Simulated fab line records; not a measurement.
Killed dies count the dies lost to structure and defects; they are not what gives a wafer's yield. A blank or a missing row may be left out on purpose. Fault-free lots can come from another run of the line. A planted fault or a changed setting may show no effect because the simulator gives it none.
Matching of chambers + flow n5_finfet + 3 sister chambers for N5_BEOL_M6_DEP_56 on pecvd-01
The step deposits SiCN from 3MS/NH3, target thk 10 nm, time 17.5 s. 6 wafers are shown with their chamber, then 10 later ones without.

== EACH WAFER AND ITS CHAMBER ==
| wafer  | chamber | throttle_valve_pct (%) | showerhead_plenum_p_Torr (Torr) |
|--------|---------|------------------------|---------------------------------|
| L079.6 | 0       | 10.2                   | 3.640                           |
| L084.1 | 1       | 10.2                   | 3.665                           |
| L084.4 | 0       | 10.3                   | 3.648                           |
| L084.5 | 2       | 8.7                    | 3.645                           |
| L088.1 | 2       | 8.6                    | 3.661                           |
| L088.2 | 1       | 10.1                   | 3.664                           |

== WAFERS MISSING THEIR CHAMBER ==
| wafer  | throttle_valve_pct (%) | showerhead_plenum_p_Torr (Torr) |
|--------|------------------------|---------------------------------|
| L088.3 | 10.6                   | 3.644                           |
| L085.2 | 10.6                   | 3.651                           |
| L085.4 | 10.6                   | 3.649                           |
| L085.5 | 10.1                   | 3.678                           |
| L091.1 | 8.6                    | 3.656                           |
| L091.3 | 10.6                   | 3.644                           |
| L091.6 | 10.2                   | 3.666                           |
| L093.2 | 8.6                    | 3.662                           |
| L093.3 | 10.6                   | 3.637                           |
| L093.6 | 10.1                   | 3.655                           |

== THE CHAMBER EACH PASSED THROUGH ==
| wafer  | from the rows above     | in truth |
|--------|-------------------------|----------|
| L088.3 | 0                       | 0        |
| L085.2 | can't be placed: 0 or 1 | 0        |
| L085.4 | can't be placed: 0 or 1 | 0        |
| L085.5 | 1                       | 1        |
| L091.1 | 2                       | 2        |
| L091.3 | 0                       | 0        |
| L091.6 | 1                       | 1        |
| L093.2 | 2                       | 2        |
| L093.3 | 0                       | 0        |
| L093.6 | can't be placed: 1 or 0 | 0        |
Placed correctly: 7 of 10. Can't be placed from these rows: 3 (the true chamber is among the candidates in 3). Wrongly placed: 0.
How it was worked out, from the rows above alone: a wafer's distance from a chamber is the root of the sum, over the readings, of the square of ((its reading less the chamber's mean) divided by the reading's scatter). If the next closest chamber is less than 2 further off than the closest, the wafer can't be placed; otherwise it belongs to the closest. Each chamber's mean is taken over the wafers shown for it. The scatter: take each reading less its chamber's mean, square it, sum over the shown wafers, divide by the number of wafers less the number of chambers, and take the root.
